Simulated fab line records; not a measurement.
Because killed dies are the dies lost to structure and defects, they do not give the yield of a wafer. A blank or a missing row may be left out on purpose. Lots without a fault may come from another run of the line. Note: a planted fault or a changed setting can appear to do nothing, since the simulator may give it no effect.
The tool behind it: which one?	flow n5_finfet	11 lots with 33 wafers sampled at 6 steps, on a route of 1938 steps

## WHAT EACH GAUGE READ, for each wafer
N5_BEOL_M11_INSPECT_58: inspects for defects (darkfield).
lot	measured	on	raw_defect_count
L238	day 12 05:14	defect_inspect-01	143 46 79
L240	day 12 08:57	defect_inspect-01	57 91 59
L242	day 12 17:39	defect_inspect-02	36 40 23
L243	day 13 02:10	defect_inspect-02	89 81 47
L244	day 13 18:14	defect_inspect-02	78 91 69
L246	day 14 07:25	defect_inspect-02	71 45 64
L247	day 15 00:22	defect_inspect-02	479 416 519
L254	day 16 11:09	defect_inspect-02	56 54 64
L257	day 16 14:24	defect_inspect-02	44 66 50
L255	day 16 14:35	defect_inspect-02	494 412 480
L259	day 18 02:26	defect_inspect-02	100 115 111

N5_BEOL_M12_INSPECT_12: inspects for defects (macro).
lot	measured	on	raw_defect_count
L238	day 12 05:46	defect_inspect-02	3 2 1
L240	day 12 09:36	defect_inspect-02	4 2 2
L242	day 12 18:11	defect_inspect-01	4 0 1
L243	day 13 02:52	defect_inspect-02	3 3 1
L244	day 13 18:53	defect_inspect-01	1 3 4
L246	day 14 08:04	defect_inspect-02	0 2 2
L247	day 15 01:01	defect_inspect-01	>300 >300 >300
L254	day 16 11:41	defect_inspect-02	1 1 0
L257	day 16 15:03	defect_inspect-01	0 3 1
L255	day 16 15:14	defect_inspect-02	>300 >300 >300
L259	day 18 03:05	defect_inspect-01	3 2 2

## WHAT TOOL EACH LOT RAN ON (gives the tool, then ch and the chambers of the sampled wafers, and finally the start)
lot	N5_BEOL_M11_CURE_72	N5_BEOL_M11_PRE_CLEAN_45	N5_BEOL_M11_PRE_CLEAN_55	N5_BEOL_M11_DEP_56
L238	uv_cure-02 ch 1, day 12 02:43	pvd_sputter-03, day 12 03:14	pecvd-01 ch 0,2, day 12 05:05	pecvd-01 ch 0,2, day 12 05:07
L240	uv_cure-01 ch 2, day 12 06:41	pvd_sputter-02, day 12 07:22	pecvd-04 ch 0,1,2, day 12 08:50	pecvd-04 ch 0,1,2, day 12 08:52
L242	uv_cure-03 ch 1, day 12 14:53	pvd_sputter-03, day 12 16:02	pecvd-02 ch 0,1, day 12 17:32	pecvd-02 ch 0,1, day 12 17:34
L243	uv_cure-02 ch 2, day 12 23:55	pvd_sputter-02, day 13 00:23	pecvd-04 ch 0,1, day 13 02:02	pecvd-04 ch 0,1, day 13 02:04
L244	uv_cure-01 ch 1, day 13 14:09	pvd_sputter-02, day 13 15:48	pecvd-02 ch 0,2, day 13 18:07	pecvd-02 ch 0,2, day 13 18:08
L246	uv_cure-02 ch 2, day 14 04:58	pvd_sputter-01, day 14 05:35	pecvd-01 ch 0,2, day 14 07:17	pecvd-01 ch 0,2, day 14 07:19
L247	uv_cure-02 ch 0, day 14 20:55	pvd_sputter-03, day 14 22:46	pecvd-02 ch 0,1,2, day 15 00:16	pecvd-02 ch 0,1,2, day 15 00:17
L254	uv_cure-01 ch 2, day 16 06:59	pvd_sputter-02, day 16 09:20	pecvd-01 ch 1,2, day 16 11:02	pecvd-01 ch 1,2, day 16 11:04
L257	uv_cure-01 ch 0, day 16 10:37	pvd_sputter-01, day 16 10:59	pecvd-04 ch 0,2, day 16 14:17	pecvd-04 ch 0,2, day 16 14:19
L255	uv_cure-03 ch 0, day 16 11:16	pvd_sputter-03, day 16 11:35	pecvd-02 ch 0,1,2, day 16 14:28	pecvd-02 ch 0,1,2, day 16 14:30
L259	uv_cure-03 ch 1, day 17 23:33	pvd_sputter-01, day 18 00:26	pecvd-01 ch 0,1,2, day 18 02:19	pecvd-01 ch 0,1,2, day 18 02:20
- N5_BEOL_M11_CURE_72: cures SiCOH lowk, time 120 s.
- N5_BEOL_M11_PRE_CLEAN_45: time 30 s.
- N5_BEOL_M11_PRE_CLEAN_55: time 15 s.
- N5_BEOL_M11_DEP_56: deposits SiCN from 3MS/NH3, target thk 30 nm, time 10.5 s.

## AS READ BY THE TOOLS THEMSELVES (means over the sampled wafers that have a number; for cases with no such wafer, the mark the record gives instead)
N5_BEOL_M11_CURE_72.
lot	tool	lamp_power_pct (%)	wafer_temp_C_max
L238	uv_cure-02	52.29	371.9
L240	uv_cure-01	52.29	372.2
L242	uv_cure-03	52.28	372.2
L243	uv_cure-02	52.33	371.4
L244	uv_cure-01	52.32	370.8
L246	uv_cure-02	52.34	371.3
L247	uv_cure-02	52.33	372.0
L254	uv_cure-01	52.37	372.6
L257	uv_cure-01	52.30	371.6
L255	uv_cure-03	52.34	371.5
L259	uv_cure-03	52.34	372.7

N5_BEOL_M11_PRE_CLEAN_45.
lot	tool	heater_power_w (W)
L238	pvd_sputter-03	325
L240	pvd_sputter-02	306
L242	pvd_sputter-03	341
L243	pvd_sputter-02	310
L244	pvd_sputter-02	308
L246	pvd_sputter-01	352
L247	pvd_sputter-03	338
L254	pvd_sputter-02	325
L257	pvd_sputter-01	348
L255	pvd_sputter-03	343
L259	pvd_sputter-01	349

N5_BEOL_M11_DEP_56.
lot	tool	showerhead_plenum_p_Torr (Torr)	throttle_valve_pct (%)
L238	pecvd-01	4.161	17.1
L240	pecvd-04	4.156	17.5
L242	pecvd-02	4.172	19.2
L243	pecvd-04	4.162	18.0
L244	pecvd-02	4.153	17.8
L246	pecvd-01	4.164	17.3
L247	pecvd-02	4.171	18.4
L254	pecvd-01	4.157	17.0
L257	pecvd-04	4.148	17.2
L255	pecvd-02	4.158	18.5
L259	pecvd-01	4.152	17.4

## THE ANSWER, worked out from the rows above alone
Rule: the lots themselves supply what counts as usual. Put in order of their means at a reading, lots are off if they are a third of the lots or fewer, leave a main group of 4 or more, and stand apart from it by a gap of 3 or more times the standard deviation of the main group's means; of several such gaps the widest counts. A main group whose means are all the same, to the digits that the tables above print for the reading, isn't used. A lot without any number at a reading at which 4 lots or more have one is off too. The other lots that the step has rows for count as sound. After the gauges, taken in route order, come the tools' own readings; for these a lot's mean is taken, as printed above. At the first step where some lot is off, the reading lying furthest off is the one used; lots without a number count as furthest.
Off: L247, L255 (N5_BEOL_M11_INSPECT_58, raw_defect_count). For the main group the mean is 69 and the standard deviation 21.
If a tool, at a process step before that reading, ran all the lots that are off and no sound lot after the first of them, it fits. Gauges at N5_BEOL_M11_INSPECT_58: tried the same way as those tools. 2 tools fit, pvd_sputter-03 at N5_BEOL_M11_PRE_CLEAN_45 and pecvd-02 at N5_BEOL_M11_PRE_CLEAN_55 and N5_BEOL_M11_DEP_56, so this cannot tell which one it is.

## WHAT THE SIMULATOR PUT IN
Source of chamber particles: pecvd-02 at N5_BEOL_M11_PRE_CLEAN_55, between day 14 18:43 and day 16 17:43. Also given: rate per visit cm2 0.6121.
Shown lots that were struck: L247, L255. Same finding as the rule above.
